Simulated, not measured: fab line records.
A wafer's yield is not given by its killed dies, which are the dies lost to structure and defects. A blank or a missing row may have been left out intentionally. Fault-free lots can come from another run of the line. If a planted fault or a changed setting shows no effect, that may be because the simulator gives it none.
Matching of chambers || flow n5Finfet || N5_BEOL_M8_DESCUM_33 on rieDiel-05 has 4 sister chambers
The step chemistry O2, time 7 s. 4 wafers are shown with their chamber, then 9 later ones without.

## WAFERS PAIRED WITH THEIR CHAMBERS
{"wafer": "L084.5", "chamber": 2, "throttleValvePct (%)": 20.19}
{"wafer": "L089.1", "chamber": 1, "throttleValvePct (%)": 20.51}
{"wafer": "L089.2", "chamber": 0, "throttleValvePct (%)": 20.19}
{"wafer": "L089.3", "chamber": 3, "throttleValvePct (%)": 20.85}

## WAFERS WITH NO CHAMBER GIVEN
{"wafer": "L088.1", "throttleValvePct (%)": 20.52}
{"wafer": "L088.3", "throttleValvePct (%)": 20.24}
{"wafer": "L088.5", "throttleValvePct (%)": 20.22}
{"wafer": "L093.1", "throttleValvePct (%)": 20.52}
{"wafer": "L093.2", "throttleValvePct (%)": 20.20}
{"wafer": "L093.5", "throttleValvePct (%)": 20.24}
{"wafer": "L092.2", "throttleValvePct (%)": 20.24}
{"wafer": "L092.4", "throttleValvePct (%)": 20.53}
{"wafer": "L092.6", "throttleValvePct (%)": 20.24}

## EACH ONE'S CHAMBER
{"wafer": "L088.1", "from the rows above": 1, "in truth": 1}
{"wafer": "L088.3", "from the rows above": "can't be placed: 0 or 2", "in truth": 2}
{"wafer": "L088.5", "from the rows above": "can't be placed: 0 or 2", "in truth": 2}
{"wafer": "L093.1", "from the rows above": 1, "in truth": 1}
{"wafer": "L093.2", "from the rows above": "can't be placed: 0 or 2", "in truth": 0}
{"wafer": "L093.5", "from the rows above": "can't be placed: 0 or 2", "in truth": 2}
{"wafer": "L092.2", "from the rows above": "can't be placed: 0 or 2", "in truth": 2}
{"wafer": "L092.4", "from the rows above": 1, "in truth": 1}
{"wafer": "L092.6", "from the rows above": "can't be placed: 0 or 2", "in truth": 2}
Placed correctly: 3 of 9. These rows do not allow placing 6 (true chamber among the candidates in 6). 0 placed wrongly.
How it was worked out, from the rows above alone: a wafer's distance from a chamber is the root of the sum, over the readings, of the square of ((its reading less the chamber's mean) divided by the reading's scatter). If the next closest chamber is less than 2 further off than the closest, the wafer can't be placed; otherwise it belongs to the closest. For every chamber, the mean is computed from those of its wafers that are shown. The scatter: root of mean squared gap, hidden wafer to nearest shown wafer, with one shown wafer a chamber.
